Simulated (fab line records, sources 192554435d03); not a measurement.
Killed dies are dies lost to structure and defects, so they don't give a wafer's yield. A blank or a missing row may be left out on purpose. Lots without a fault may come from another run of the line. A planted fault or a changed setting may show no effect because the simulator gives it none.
fab line records | flow n5_finfet
record lots=9 wafers=27 last_day=17
route steps=1938 shown FIN_SAQP@136 FIN_CUT@165 PASSIVATION@1936
lots that met no fault: from a run of the same line without faults
start_h: hours from the record's first day to the start of the lot's first wafer shown | wait_h: hours since the lot's step before | " the same as in the row above | L1.1+2: a row that stands for several wafers | - no value, or no start given | * or withheld: withheld | < > ~ a bound
route shown NAME@n: a module of which the file shows steps, and the number in the route of the first | usual: mean/standard deviation of fault-free wafers | same: alike in all rows | chamber/n: place in a boat | sites: the reading at each site | _std_site: their standard deviation | _edge_site: outer sites' mean less inner sites' | radius_mm: how far each site lies from the wafer's centre | mask NAME#n: copy n | behind: the tool/chamber that last shaped the wafer | hold: why the lot was held/for how many hours/how that ended | device: the transistor (n, p or np) that didn't switch | end of line: the same wafers' tests at the end of the route | a step without rows: its recipe alone | killed: dies lost to structure and defects at the first sort, not the wafer's yield | map: a wafer's dies, x killed, . not, _ none there
set.NAME: the setting as run; set.NAME@STEP: as run at that earlier step | model.NAME: the simulator's own value behind a step, which no gauge read
steps of the route over a sample of lots; a table a step, a row a wafer
services: from which hour (start_h, from the record's first day; less than 0 if before it) a tool's chamber was out of use, for how many hours, and why
## steps
# step N5_FIN_SAQP_STRIP_70
# recipe chemistry=N2/H2 power_w=500 temp_c=40 pressure_mtorr=50 rf_frequency_hz=6e+07 overash_fraction=0.3 bias_power_w=28 h2_frac=0.5 n2_flow_sccm=300 h2_flow_sccm=300
# usual bias_power_w=27.99/0.086 chamber_pressure_mTorr=50.00/0.039 drypump_motor_current_A=5.9/0.4 oes_product_au=0.77/0.079 rf_fwd_power_W=495.1/2 rf_vpp_V=122.1/0.92 showerhead_plenum_p_Torr=3.39/0.078 throttle_valve_pct=19.0/0.35
# columns lot.wafer tool chamber start_h wait_h bias_power_w chamber_pressure_mTorr drypump_motor_current_A oes_product_au rf_fwd_power_W rf_hours_counter_h rf_vpp_V showerhead_plenum_p_Torr throttle_valve_pct
L216.2 rie_diel-02 3 31.38 0.0 27.92 50.04 5.7 0.76 495.8 165 123.4 3.47 18.6
L216.3 " 1 " " 27.99 49.93 6.3 0.72 496.6 - 122.6 3.44 19.3
L216.6 " 3 " " 27.85 49.97 5.7 0.74 495.9 - 123.4 3.47 18.6
L218.1 rie_diel-04 1 43.08 0.0 27.90 50.10 6.6 0.90 497.6 21 123.0 3.29 18.8
L218.2 " 3 " " 28.08 50.01 5.2 0.75 495.4 182 122.8 3.35 19.6
L218.5 " 1 " " 27.91 49.98 6.6 0.90 496.0 - 121.7 3.29 18.7
L224.3 rie_diel-01 0 80.74 0.0 27.91 50.02 5.9 0.75 494.5 174 121.5 3.20 19.3
L224.4 " 1 " " 28.07 50.01 5.8 0.68 495.2 238 122.5 3.46 19.1
L224.5 " 0 " " 27.98 50.03 5.9 0.76 491.3 - 121.1 3.20 19.2
L225.1 rie_diel-02 1 85.38 0.0 28.08 50.02 6.3 0.97 497.7 2 121.3 3.43 18.8
L225.2 " 2 " " 28.07 50.00 6.0 0.85 495.6 64 122.5 3.40 18.7
L225.4 " 0 " " 27.90 50.11 5.9 0.80 489.2 128 122.5 3.39 19.2
L228.4 rie_diel-04 3 105.86 0.0 27.96 49.99 5.2 0.72 496.9 - 123.0 3.34 19.6
L228.5 " 1 " " 28.07 50.01 6.6 0.85 495.5 - 122.2 3.28 18.8
L228.6 " 2 " " 28.13 50.07 5.4 0.69 497.3 - 123.6 3.47 19.2
L229.2 rie_diel-01 2 110.12 0.0 27.89 49.96 6.5 0.70 494.5 228 123.7 3.44 18.6
L229.4 " 0 " " 27.93 50.00 5.9 0.74 494.8 184 122.3 3.20 19.3
L229.6 " 1 " " 27.95 49.96 5.8 0.68 494.1 - 121.1 3.46 19.2
L230.2 rie_diel-02 1 114.89 0.0 28.09 50.01 6.3 0.93 498.1 12 123.0 3.43 18.9
L230.3 " 0 " " 28.01 49.99 5.9 0.79 491.9 137 123.0 3.38 19.3
L230.6 " 2 " " 27.89 50.02 6.0 0.82 496.2 - 120.7 3.40 18.7
L231.4 rie_diel-01 0 122.34 0.0 27.90 50.08 6.0 0.74 495.3 - 121.7 3.20 19.3
L231.5 " 3 " " 27.96 50.04 5.6 0.82 496.8 - 123.1 3.40 19.5
L231.6 " 2 " " 27.81 49.95 6.5 0.69 493.4 - 121.9 3.43 18.6
L238.3 rie_diel-02 0 162.53 0.0 28.02 50.05 5.9 0.76 492.2 158 121.6 3.37 19.3
L238.4 " 1 " " 28.01 49.93 6.3 0.89 497.6 31 120.9 3.42 18.9
L238.6 " 3 " " 27.96 50.07 5.6 0.71 494.7 - 120.1 3.44 18.7
# step N5_FIN_SAQP_RECESS_71
# recipe chemistry=HF/NH3 target=SiO2 target_depth_a=30 afs_cycles=1 temp_c=30 sublimation_temp_c=180 sublimation_time_s=60
# usual drypump_motor_current_A=5.53/0.27 sublimation_temp_c=180.02/0.15
# columns lot.wafer tool chamber start_h wait_h drypump_motor_current_A sublimation_temp_c
L216.2 vapor_etch-02 1 31.46 0.1 5.08 179.84
L216.3 " 0 " " 5.96 180.15
L216.6 " 0 " " 5.97 180.19
L218.1 vapor_etch-02 0 43.14 0.0 5.96 180.34
L218.2 " 1 " " 5.09 180.01
L218.5 " 1 " " 5.09 180.09
L224.3 vapor_etch-01 1 80.84 0.1 5.60 179.94
L224.4 " 0 " " 5.49 180.02
L224.5 " 0 " " 5.50 180.04
L225.1 vapor_etch-02 1 85.55 0.2 5.06 180.13
L225.2 " 0 " " 5.95 180.25
L225.4 " 0 " " 5.95 180.24
L228.4 vapor_etch-01 0 105.94 0.1 5.51 179.94
L228.5 " 1 " " 5.58 180.12
L228.6 " 0 " " 5.50 179.88
L229.2 vapor_etch-02 1 110.18 0.0 5.10 179.96
L229.4 " 0 " " 5.97 179.83
L229.6 " 1 " " 5.06 179.90
L230.2 vapor_etch-02 1 114.96 0.0 5.07 180.14
L230.3 " 0 " " 5.96 180.05
L230.6 " 1 " " 5.11 179.98
L231.4 vapor_etch-02 0 122.42 0.1 5.96 180.18
L231.5 " 0 " " 5.96 180.05
L231.6 " 1 " " 5.10 180.23
L238.3 vapor_etch-01 1 162.63 0.1 5.58 179.98
L238.4 " 0 " " 5.45 180.15
L238.6 " 1 " " 5.62 179.83
# step N5_FIN_SAQP_SPACER2_ALD_28
# recipe material=SiO2 target_thk_a=81 temp_c=300 ald_precursor_family=BDEAS ald_co_reactant=O2-plasma pulse_time_s=1 purge_time_s=2 co_reactant_purge_time_s=2 pressure_torr=2
# usual heater_power_w=443/60 precursor_pulse_height_rel=0.998/0.021
# same co_reactant_purge_time_s=2
# columns lot.wafer tool chamber start_h wait_h heater_power_w precursor_pulse_height_rel
L216.2 ald_sin-02 2 31.60 0.1 415 1.012
L216.3 " 3 " " 415 0.996
L216.6 " 2 " " 420 1.041
L218.1 ald_sin-01 1 43.55 0.4 399 1.004
L218.2 " 3 " " 408 1.016
L218.5 " 3 " " 411 0.983
L224.3 ald_sin-02 3 80.95 0.1 429 0.984
L224.4 " 1 " " 397 0.980
L224.5 " 3 " " 410 1.031
L225.1 ald_sin-02 1 86.03 0.4 390 1.004
L225.2 " 3 " " 407 0.998
L225.4 " 1 " " 395 0.983
L228.4 ald_sin-01 2 106.04 0.1 566 1.012
L228.5 " 0 " " 391 0.978
L228.6 " 3 " " 405 1.003
L229.2 ald_sin-01 1 110.32 0.1 395 1.003
L229.4 " 2 " " 565 0.980
L229.6 " 1 " " 389 1.012
L230.2 ald_sin-01 1 115.30 0.3 395 0.985
L230.3 " 0 " " 395 1.009
L230.6 " 1 " " 406 0.969
L231.4 ald_sin-02 3 122.65 0.2 423 0.978
L231.5 " 2 " " 416 0.998
L231.6 " 1 " " 402 1.005
L238.3 ald_sin-02 0 162.73 0.1 540 1.007
L238.4 " 2 " " 414 0.999
L238.6 " 1 " " 387 1.007
# step N5_FIN_SAQP_STRIP_77
# recipe chemistry=N2/H2 time_s=90 power_w=100 temp_c=40 pressure_mtorr=100 rf_frequency_hz=6e+07 bias_power_w=3 n2_flow_sccm=300 h2_flow_sccm=300
# usual bias_power_w=2.998/0.009 chamber_pressure_mTorr=99.98/0.1 drypump_motor_current_A=5.9/0.41 oes_product_au=0.77/0.079 rf_vpp_V=45.3/0.89 showerhead_plenum_p_Torr=3.41/0.074 throttle_valve_pct=12.31/0.28
# columns lot.wafer tool chamber start_h wait_h bias_power_w chamber_pressure_mTorr drypump_motor_current_A oes_product_au rf_hours_counter_h rf_vpp_V showerhead_plenum_p_Torr throttle_valve_pct
L216.2 rie_diel-04 1 32.26 0.0 2.996 100.05 6.6 0.90 17 46.7 3.31 11.97
L216.3 " 2 " " 2.975 100.04 5.4 0.71 186 45.8 3.50 12.46
L216.6 " 0 " " 3.000 99.89 5.9 0.69 - 45.0 3.47 12.20
L218.1 rie_diel-02 1 44.21 0.0 2.992 99.89 6.3 0.70 245 45.4 3.45 12.68
L218.2 " 2 " " 3.015 99.92 6.0 0.84 53 44.6 3.43 11.89
L218.5 " 3 " " 3.007 99.99 5.6 0.74 - 45.9 3.48 12.16
L224.3 rie_diel-01 2 81.61 0.0 2.998 100.10 6.5 0.72 218 46.3 3.46 12.25
L224.4 " 1 " " 2.993 99.96 5.8 0.69 239 45.9 3.48 12.51
L224.5 " 2 " " 3.001 99.80 6.5 0.72 - 44.9 3.46 12.23
L225.1 rie_diel-04 1 86.78 0.0 2.985 100.06 6.6 0.86 38 46.6 3.30 12.03
L225.2 " 3 " " 3.005 100.00 5.2 0.73 202 46.3 3.36 12.71
L225.4 " 3 " " 2.995 99.94 5.2 0.73 - 43.7 3.36 12.71
L228.4 rie_diel-04 2 106.81 0.0 2.996 100.11 5.4 0.68 - 45.4 3.48 12.53
L228.5 " 3 " " 3.002 100.05 5.2 0.72 - 45.1 3.35 12.74
L228.6 " 1 " " 2.993 99.98 6.6 0.85 - 45.1 3.30 12.04
L229.2 rie_diel-02 1 111.25 0.0 - - - - - - - -
L229.4 " 0 " " - - - - - - - -
L229.6 " 1 " " - - - - - - - -
L230.2 rie_diel-02 2 116.09 0.0 - - - - - - - -
L230.3 " 0 " " - - - - - - - -
L230.6 " 2 " " - - - - - - - -
L231.4 rie_diel-01 0 123.62 0.0 - - - - - - - -
L231.5 " 2 " " - - - - - - - -
L231.6 " 3 " " - - - - - - - -
L238.3 rie_diel-04 3 163.58 0.0 2.996 99.82 5.2 0.70 227 44.8 3.34 12.77
L238.4 " 2 " " 2.987 100.06 5.4 0.67 230 46.3 3.48 12.56
L238.6 " 2 " " 3.003 99.92 5.4 0.67 - 45.7 3.48 12.55
# step N5_FIN_SAQP_INSPECT_40
# recipe inspect_instrument=brightfield mode=aei
# usual raw_defect_count=242/67
# columns lot.wafer tool chamber start_h wait_h raw_defect_count
L216.2 defect_inspect-02 - 32.71 0.0 264
L216.3 " - " " 173
L216.6 " - " " 223
L218.1 defect_inspect-01 - 44.66 0.0 331
L218.2 " - " " 305
L218.5 " - " " 343
L224.3 defect_inspect-01 - 82.09 0.0 305
L224.4 " - " " 345
L224.5 " - " " 182
L225.1 defect_inspect-01 - 87.26 0.0 141
L225.2 " - " " 173
L225.4 " - " " 218
L228.4 defect_inspect-02 - 107.22 0.0 356
L228.5 " - " " 215
L228.6 " - " " 286
L229.2 defect_inspect-02 - 111.70 0.0 899
L229.4 " - " " 1086
L229.6 " - " " 1034
L230.2 defect_inspect-02 - 116.53 0.0 871
L230.3 " - " " 827
L230.6 " - " " 804
L231.4 defect_inspect-02 - 124.01 0.0 913
L231.5 " - " " 1003
L231.6 " - " " 986
L238.3 defect_inspect-01 - 164.03 0.0 276
L238.4 " - " " 245
L238.6 " - " " 262
# step N5_FIN_CUT_INSPECT_10
# recipe mode=adi inspect_instrument=brightfield
# usual raw_defect_count=44/12
# columns lot.wafer tool chamber start_h wait_h raw_defect_count
L216.2 defect_inspect-02 - 33.27 0.0 49
L216.3 " - " " 34
L216.6 " - " " 47
L218.1 defect_inspect-01 - 45.05 0.1 61
L218.2 " - " " 60
L218.5 " - " " 51
L224.3 defect_inspect-01 - 82.48 0.0 58
L224.4 " - " " 76
L224.5 " - " " 43
L225.1 defect_inspect-01 - 87.69 0.1 31
L225.2 " - " " 44
L225.4 " - " " 50
L228.4 defect_inspect-02 - 107.61 0.0 66
L228.5 " - " " 40
L228.6 " - " " 48
L229.2 defect_inspect-02 - 112.09 0.0 272
L229.4 " - " " 295
L229.6 " - " " 273
L230.2 defect_inspect-02 - 116.96 0.0 274
L230.3 " - " " 266
L230.6 " - " " 267
L231.4 defect_inspect-01 - 124.41 0.0 262
L231.5 " - " " 277
L231.6 " - " " 267
L238.3 defect_inspect-02 - 164.42 0.0 43
L238.4 " - " " 34
L238.6 " - " " 45
# step N5_FIN_CUT_INSPECT_17
# recipe inspect_instrument=brightfield mode=aei
# usual raw_defect_count=252/69
# columns lot.wafer tool chamber start_h wait_h raw_defect_count
L216.2 defect_inspect-01 - 34.24 0.0 293
L216.3 " - " " 184
L216.6 " - " " 264
L218.1 defect_inspect-01 - 46.21 0.0 342
L218.2 " - " " 307
L218.5 " - " " 342
L224.3 defect_inspect-01 - 83.57 0.0 300
L224.4 " - " " 324
L224.5 " - " " 198
L225.1 defect_inspect-02 - 88.65 0.0 144
L225.2 " - " " 141
L225.4 " - " " 217
L228.4 defect_inspect-02 - 108.77 0.1 367
L228.5 " - " " 223
L228.6 " - " " 305
L229.2 defect_inspect-02 - 113.04 0.0 891
L229.4 " - " " 1120
L229.6 " - " " 988
L230.2 defect_inspect-01 - 117.91 0.0 887
L230.3 " - " " 851
L230.6 " - " " 817
L231.4 defect_inspect-01 - 125.78 0.0 967
L231.5 " - " " 1049
L231.6 " - " " 1061
L238.3 defect_inspect-02 - 165.37 0.0 289
L238.4 " - " " 249
L238.6 " - " " 273
# step N5_PASSIVATION_PROBE_49
# usual killed_at_M0_to_M3=33/9.1 killed_at_M4_up=14/5.6 killed_at_contacts=13/5.7 killed_at_front_end=42/12 killed_at_other=4/3 killed_dies=105/16 killed_open=69/11 killed_short=34/7.5
# same gross_dies=1180 killed_at_back_side=0
# columns lot.wafer tool chamber start_h wait_h killed_at_M0_to_M3 killed_at_M4_up killed_at_contacts killed_at_front_end killed_at_other killed_dies killed_open killed_short
L216.2 prober-02 - 263.52 0.1 22 12 19 48 4 105 65 35
L216.3 prober-02 - 263.57 0.1 27 6 17 48 5 103 62 40
L216.6 prober-02 - 263.72 0.3 25 9 14 30 5 83 54 29
L228.4 prober-02 - 341.60 0.2 28 14 14 51 3 110 71 39
L228.5 prober-02 - 341.65 0.2 26 8 10 35 3 82 51 31
L229.2 prober-01 - 344.75 0.1 27 8 24 70 7 136 88 47
L229.4 prober-01 - 344.85 0.2 31 7 32 52 2 124 94 29
L229.6 prober-01 - 344.95 0.3 24 17 28 66 2 137 97 39
L230.2 prober-02 - 346.04 0.1 27 26 2 54 1 110 78 31
L230.3 prober-02 - 346.09 0.1 38 13 15 38 1 105 72 32
L230.6 prober-02 - 346.24 0.3 27 20 10 39 0 96 73 21
L231.4 prober-02 - 362.59 0.2 27 8 11 60 2 108 66 42
L231.5 prober-02 - 362.64 0.2 36 26 11 53 5 131 84 47
L231.6 prober-02 - 362.69 0.3 49 16 18 50 5 138 94 44
# killed by level:class
L216.2 FIN_SAQP:geometric_particle:open=15 MOL_CONTACT_COAG:geometric_particle:open=15 FIN_SAQP:geometric_particle:short=9 BEOL_M0_SAQP:geometric_particle:short=6 STI_FIN_REVEAL:geometric_particle:open=5 BEOL_M0_SAQP:geometric_particle:open=4 BEOL_M1:geometric_particle:open=4 STI_FIN_REVEAL:geometric_particle:short=3
L216.3 MOL_CONTACT_COAG:geometric_particle:open=13 FIN_SAQP:geometric_particle:open=11 BEOL_M0_SAQP:geometric_particle:open=11 GATE_CUT:geometric_particle:short=10 FIN_SAQP:geometric_particle:short=8 BEOL_M0_SAQP:geometric_particle:short=6 GATE_CUT:geometric_particle:open=5 STI_FIN_REVEAL:geometric_particle:open=5
L216.6 MOL_CONTACT_COAG:geometric_particle:open=13 FIN_SAQP:geometric_particle:open=8 BEOL_M0_SAQP:geometric_particle:open=7 FIN_SAQP:geometric_particle:short=5 GATE_CUT:geometric_particle:short=5 BEOL_M0_SAQP:geometric_particle:short=4 BEOL_M2:geometric_particle:short=4 BEOL_M2:geometric_particle:open=4
L228.4 MOL_CONTACT_COAG:geometric_particle:open=13 DUMMY_GATE:geometric_particle:open=9 FIN_SAQP:geometric_particle:short=8 STI_FIN_REVEAL:geometric_particle:open=6 BEOL_M0_SAQP:geometric_particle:short=6 BEOL_M1:geometric_particle:open=6 BEOL_M3:geometric_particle:open=6 FIN_SAQP:geometric_particle:open=5
L228.5 MOL_CONTACT_COAG:geometric_particle:open=8 DUMMY_GATE:geometric_particle:open=6 BEOL_M0_SAQP:geometric_particle:short=6 STI_FIN_REVEAL:geometric_particle:open=5 GATE_CUT:geometric_particle:short=5 BEOL_M0_SAQP:geometric_particle:open=5 BEOL_M2:geometric_particle:open=4 BEOL_M3:geometric_particle:open=4
L229.2 STI_FIN_REVEAL:geometric_particle:open=22 MOL_CONTACT_COAG:geometric_particle:open=17 FIN_SAQP:geometric_particle:open=16 BEOL_M3:geometric_particle:open=12 FIN_SAQP:geometric_particle:short=8 STI_FIN_REVEAL:geometric_particle:short=8 MOL_CONTACT_COAG:geometric_particle:short=7 GATE_CUT:geometric_particle:short=5
L229.4 MOL_CONTACT_COAG:geometric_particle:open=23 STI_FIN_REVEAL:geometric_particle:open=17 BEOL_M3:geometric_particle:open=15 FIN_SAQP:geometric_particle:open=14 MOL_CONTACT_COAG:geometric_particle:short=8 FIN_SAQP:geometric_particle:short=7 DUMMY_GATE:geometric_particle:open=5 BEOL_M0_SAQP:geometric_particle:short=5
L229.6 STI_FIN_REVEAL:geometric_particle:open=23 MOL_CONTACT_COAG:geometric_particle:open=20 FIN_SAQP:geometric_particle:short=15 FIN_SAQP:geometric_particle:open=11 BEOL_M4:geometric_particle:open=10 MOL_CONTACT_COAG:geometric_particle:short=8 BEOL_M3:geometric_particle:open=7 BEOL_M0_SAQP:geometric_particle:open=7
L230.2 STI_FIN_REVEAL:geometric_particle:open=18 BEOL_M2:geometric_particle:open=10 BEOL_M4:geometric_particle:open=10 FIN_SAQP:geometric_particle:open=8 FIN_SAQP:geometric_particle:short=7 GATE_CUT:geometric_particle:short=6 BEOL_M0_SAQP:geometric_particle:short=5 BEOL_M0_SAQP:geometric_particle:open=5
L230.3 MOL_CONTACT_COAG:geometric_particle:open=12 BEOL_M0_SAQP:geometric_particle:short=10 BEOL_M0_SAQP:geometric_particle:open=8 FIN_SAQP:geometric_particle:open=7 FIN_SAQP:geometric_particle:short=5 GATE_CUT:geometric_particle:short=5 BEOL_M1:geometric_particle:open=5 BEOL_M6:geometric_particle:open=5
L230.6 STI_FIN_REVEAL:geometric_particle:open=20 MOL_CONTACT_COAG:geometric_particle:open=9 BEOL_M4:geometric_particle:open=8 FIN_SAQP:geometric_particle:open=5 BEOL_M3:geometric_particle:open=5 BEOL_M0_SAQP:geometric_particle:open=5 BEOL_M5:geometric_particle:open=5 STI_FIN_REVEAL:geometric_particle:short=4
L231.4 FIN_SAQP:geometric_particle:open=14 FIN_SAQP:geometric_particle:short=14 MOL_CONTACT_COAG:geometric_particle:open=9 DUMMY_GATE:geometric_particle:open=6 BEOL_M1:geometric_particle:open=6 STI_FIN_REVEAL:geometric_particle:open=5 BEOL_M0_SAQP:geometric_particle:open=4 STARTING-WAFER:geometric_particle:open=4
L231.5 BEOL_M4:geometric_particle:open=16 FIN_SAQP:geometric_particle:short=9 BEOL_M1:geometric_particle:open=9 MOL_CONTACT_COAG:geometric_particle:open=7 BEOL_M0_SAQP:geometric_particle:short=7 BEOL_M2:geometric_particle:open=7 FIN_SAQP:geometric_particle:open=6 BEOL_M3:geometric_particle:open=6
L231.6 BEOL_M2:geometric_particle:open=19 MOL_CONTACT_COAG:geometric_particle:open=14 FIN_SAQP:geometric_particle:open=11 BEOL_M4:geometric_particle:open=10 FIN_SAQP:geometric_particle:short=9 GATE_CUT:geometric_particle:short=8 BEOL_M0_SAQP:geometric_particle:open=8 BEOL_M3:geometric_particle:open=8
## services
# columns tool chamber start_h hours kind
ald_sin-02 0 8.01 - clean
ald_sin-02 1 8.01 - clean
ald_sin-02 2 8.01 - clean
rie_diel-02 0 11.73 46.7 repair
rie_diel-02 2 28.82 5.0 repair
ald_sin-01 2 29.49 15.1 repair
ald_sin-02 2 37.51 3.5 repair
ald_sin-01 0 48.15 11.9 repair
rie_diel-02 1 59.17 - clean
rie_diel-02 1 59.17 - consumable_replace:focus_ring
rie_diel-02 1 59.17 15.3 scheduled_down
rie_diel-02 1 59.17 15.3 vent_cycle
rie_diel-02 - 63.58 14.6 pm
ald_sin-02 - 70.28 0.8 pm
rie_diel-01 - 72.88 0.5 repair
rie_diel-04 0 86.02 - clean
rie_diel-04 0 86.02 - consumable_replace:focus_ring
rie_diel-04 0 86.02 22.5 scheduled_down
rie_diel-04 0 86.02 22.5 vent_cycle
ald_sin-02 1 93.30 6.1 repair
ald_sin-01 1 97.47 2.0 repair
vapor_etch-01 - 101.47 0.6 repair
vapor_etch-02 - 104.41 0.4 repair
rie_diel-04 3 133.21 1.2 repair
## key
first_sign step=N5_FIN_SAQP_STRIP_77 reading=tool_record direction=missing
effect step=N5_FIN_SAQP_INSPECT_40 reading=raw_defect_count direction=up sigmas=10 usual=242 struck=936
effect step=N5_FIN_CUT_INSPECT_10 reading=raw_defect_count direction=up sigmas=20 usual=44 struck=273
effect step=N5_FIN_CUT_INSPECT_17 reading=raw_defect_count direction=up sigmas=10 usual=252 struck=959
met_at N5_FIN_SAQP_STRIP_77
struck_lots L229,L230,L231
tester_left_out L229,L230,L231
not_acting_at N5_FIN_SAQP_STRIP_70,N5_FIN_SAQP_RECESS_71,N5_FIN_SAQP_SPACER2_ALD_28
onset_between 81.61 111.25
fault kind=skipped_step_whole tool=rie_diel-01,rie_diel-02 chamber=- onset_h=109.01 steps=N5_FIN_SAQP_STRIP_77 scope=struck_lots_only
# tester_left_out: of these lots the tester's yield and bins aren't shown, on N5 and GAA mostly nor the transistor test; their killed dies are dies lost to structure and defects alone, not to doping, threshold or leakage, so they don't give the yield
